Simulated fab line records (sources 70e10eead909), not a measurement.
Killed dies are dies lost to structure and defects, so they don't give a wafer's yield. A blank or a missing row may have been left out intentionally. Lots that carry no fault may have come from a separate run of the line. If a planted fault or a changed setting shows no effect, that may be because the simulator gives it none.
Comparing a struck lot with a sound one || flow nand-harc || 14 out of 1302 route steps
Sound: wafers L555.3, L555.4, L555.6. Struck: wafers L556.2, L556.5. (L556.3 of the same lot was not struck and is left out.) The cause comes at the end.
At each step with rows: each side's tool, then ch and its chambers, then its first start. Under that, the readings that differ: sound wafers || struck wafers || difference of the means || sigmas: that difference in standard deviations of wafers without a fault.
alike: readings whose means differ by less than 2 such deviations, and words and numbers that are the same on both sides. not compared: withheld readings, readings that some wafer has no value for, bounds like >300 that may hide the same value, and numbers for which the record gives no deviation and whose values overlap.
Wherever a step has rows on one side only, a row that says differs or no value, or a row with sigmas, the two part there. When numbers do not overlap yet have no deviation, they are printed without sigmas and do not part them. Lack of a reading on every wafer of one side parts them only where that side has two or more wafers.

first, 1 step without rows for these wafers: NHARC_A_CONTACT_ETCH_112 (etches the open film in C4F8/O2/Ar, time 190 s, target depth 1850 nm).
NHARC_A_CONTACT_ETCH_113: etches the open film in C4F8/O2/Ar, time 190 s, target depth 1850 nm.
  sound on har-cap-etch-01 ch 0,1, day 26 05:25; struck on har-cap-etch-02 ch 0,1, day 26 14:16
  not compared: rf-hours-counter-h, run-length-s
NHARC_A_CONTACT_ETCH_114: etches the open film in C4F8/O2/Ar, time 190 s, target depth 1850 nm.
  sound on har-cap-etch-01 ch 0,1, day 26 05:35; struck on har-cap-etch-02 ch 0,1, day 26 14:26
  not compared: rf-hours-counter-h, run-length-s
then, 5 steps without rows for these wafers: NHARC_A_CONTACT_ETCH_115 (etches the open film in C4F8/O2/Ar, time 190 s, target depth 1850 nm); NHARC_A_CONTACT_ETCH_116 (etches the open film in C4F8/O2/Ar, time 190 s, target depth 1850 nm); NHARC_A_CONTACT_ETCH_117 (etches the open film in C4F8/O2/Ar, time 190 s, target depth 1850 nm); NHARC_A_CONTACT_ETCH_118 (etches the open film in C4F8/O2/Ar, time 190 s, target depth 1850 nm); NHARC_A_CONTACT_ETCH_119 (etches the open film in C4F8/O2/Ar, time 190 s, target depth 1850 nm).
NHARC_A_CONTACT_ETCH_120: etches the open film in C4F8/O2/Ar, time 190 s, target depth 1850 nm.
  sound on har-cap-etch-01 ch 0,1, day 26 06:37; struck on har-cap-etch-02 ch 0,1, day 26 15:28
  not compared: rf-hours-counter-h, run-length-s
NHARC_A_CONTACT_ETCH_121: etches the open film in C4F8/O2/Ar, time 190 s, target depth 1850 nm.
  sound on har-cap-etch-01 ch 0,1, day 26 06:47; struck on har-cap-etch-02 ch 0,1, day 26 15:38
  not compared: rf-hours-counter-h, run-length-s
then, 1 step without rows for these wafers: NHARC_A_CONTACT_ETCH_122 (etches the open film in C4F8/O2/Ar, time 190 s, target depth 1850 nm).
NHARC_A_CONTACT_ETCH_123: etches the open film in C4F8/O2/Ar, time 490 s, target depth 2110 nm.
  sound on har-cap-etch-01 ch 0,1, day 26 07:14; struck on har-cap-etch-02 ch 0,1, day 26 16:02
  alike: run-length-s
  not compared: rf-hours-counter-h
NHARC_A_CONTACT_ETCH_90: etches the open film in CH3F/O2, target depth 40 nm, time 85.7 s.
  sound on rie-diel-08 ch 0,1,3, day 26 08:14; struck on rie-diel-08 ch 2,3, day 26 17:01
{"reading": "run-length-s (s)", "sound": "107.3 106.9 107.0", "struck": "80.0 80.4", "difference": -26.9, "sigmas": -79}
  alike: drypump-motor-current-A, oes-product-au, rf-vpp-V, showerhead-plenum-p-Torr, throttle-valve-pct
  not compared: rf-hours-counter-h
then, 1 step without rows for these wafers: NHARC_A_CONTACT_ETCH_96 (etches the open film in C4F6/O2, target depth 20 nm, time 10 s).

## WHERE THEY PART
Only at NHARC_A_CONTACT_ETCH_90, as far as this record shows.

WHY: the cause the simulator had injected
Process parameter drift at NHARC_A_CONTACT_ETCH_90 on rie-diel-08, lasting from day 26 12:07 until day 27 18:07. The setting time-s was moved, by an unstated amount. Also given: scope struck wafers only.
